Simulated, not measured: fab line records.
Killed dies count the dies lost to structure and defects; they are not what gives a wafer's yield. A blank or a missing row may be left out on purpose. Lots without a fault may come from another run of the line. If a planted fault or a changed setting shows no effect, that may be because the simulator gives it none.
Struck lot and sound lot, side by side    flow n5Finfet    14 out of 1938 route steps
Sound: the wafers L686.3, L686.4, L686.6. Struck: wafers L688.1, L688.3, L688.4. The cause comes at the end.
For every step that has rows: the tool of each side, followed by ch and its chambers, followed by its first start. Under that, the readings that differ: sound wafers    struck wafers    difference of the means    sigmas: that difference in standard deviations of wafers without a fault.
alike: a reading whose means differ by less than 2 such deviations, as well as words and numbers matching on both sides. not compared: withheld readings; readings where some wafer has no value; bounds like >300 that might hide an equal value; numbers whose values overlap and for which the record gives no deviation.
Wherever a step has rows on one side only, a row that says differs or no value, or a row with sigmas, the two part there. Numbers that have no deviation but don't overlap get no sigmas and don't part them. A reading that every wafer of one side lacks parts them only if that side has two wafers or more.

first, 8 steps without rows for these wafers: N5_BEOL_M6_COAT_64 (time 60 s, resist thk 12 nm); N5_BEOL_M6_COAT_71 (time 60 s, resist thk 5 nm); N5_BEOL_M6_COAT_22 (resist thk 30 nm); N5_BEOL_M6_EBR_24; N5_BEOL_M6_SOFTBAKE_23 (time 60 s); N5_BEOL_M6_EXPOSE_25 (exposes mask V5, target cd 40 nm); N5_BEOL_M6_PEB_26 (peb time 60 s); N5_BEOL_M6_DEVELOP_27 (develop time 30 s).
N5_BEOL_M6_CD_MEAS_28 targets a cd of 40 nm.
  sound on cdSem-01 ch 0, day 13 13:53; struck on cdSem-01 ch 0, day 13 20:05
  alike: cdNm
N5_BEOL_M6_OVL_MEAS_29:
  sound on overlay-01 ch 0, day 13 13:55; struck on overlay-02 ch 0, day 13 20:07
  alike: V5_OVL
N5_BEOL_M6_INSPECT_30: inspects for defects (brightfield).
  sound: defectInspect-02 at day 13 13:58; struck: defectInspect-01 at day 13 20:10
  alike: rawDefectCount
N5_BEOL_M6_DESCUM_33: chemistry O2, time 7 s.
  sound on rieDiel-05 ch 1,2,3, day 13 14:02; struck on rieDiel-06 ch 0,1,2, day 13 20:12
  alike: chamberPressureMTorr, drypumpMotorCurrentA, oesProductAu, rfVppV, showerheadPlenumPTorr, throttleValvePct
  not compared: rfHoursCounterH
N5_BEOL_M6_ETCH_72: etches underlayer in N2/H2, target depth 6.5 nm, time 5.2 s.
  sound on rieDiel-05 ch 1,2,3, day 13 14:04; struck on rieDiel-06 ch 0,1,2, day 13 20:14
  no value came back on the struck wafers for any of 8 readings (biasW (W), chamberPressureMTorr (mTorr) and others); on the sound wafers biasW (W) reads 150.1 150.0 150.3
  not compared: rfHoursCounterH
N5_BEOL_M6_ETCH_65: etches SiARC in CF4, target depth 15.6 nm, time 26 s.
  sound on rieDiel-05 ch 1,2,3, day 13 14:05; struck on rieDiel-06 ch 0,1,2, day 13 20:16
  alike: biasW, cf4FlowSccm, chamberPressureMTorr, drypumpMotorCurrentA, etchRfOnTimeS, oesProductAu, rfVppV, showerheadPlenumPTorr, throttleValvePct
  not compared: rfHoursCounterH

## WHERE THEY PART
At N5_BEOL_M6_ETCH_72 and nowhere else, as far as this record goes. Later steps at which nothing parts them and some readings are alike: N5_BEOL_M6_ETCH_65.

WHY: whatever the simulator had introduced
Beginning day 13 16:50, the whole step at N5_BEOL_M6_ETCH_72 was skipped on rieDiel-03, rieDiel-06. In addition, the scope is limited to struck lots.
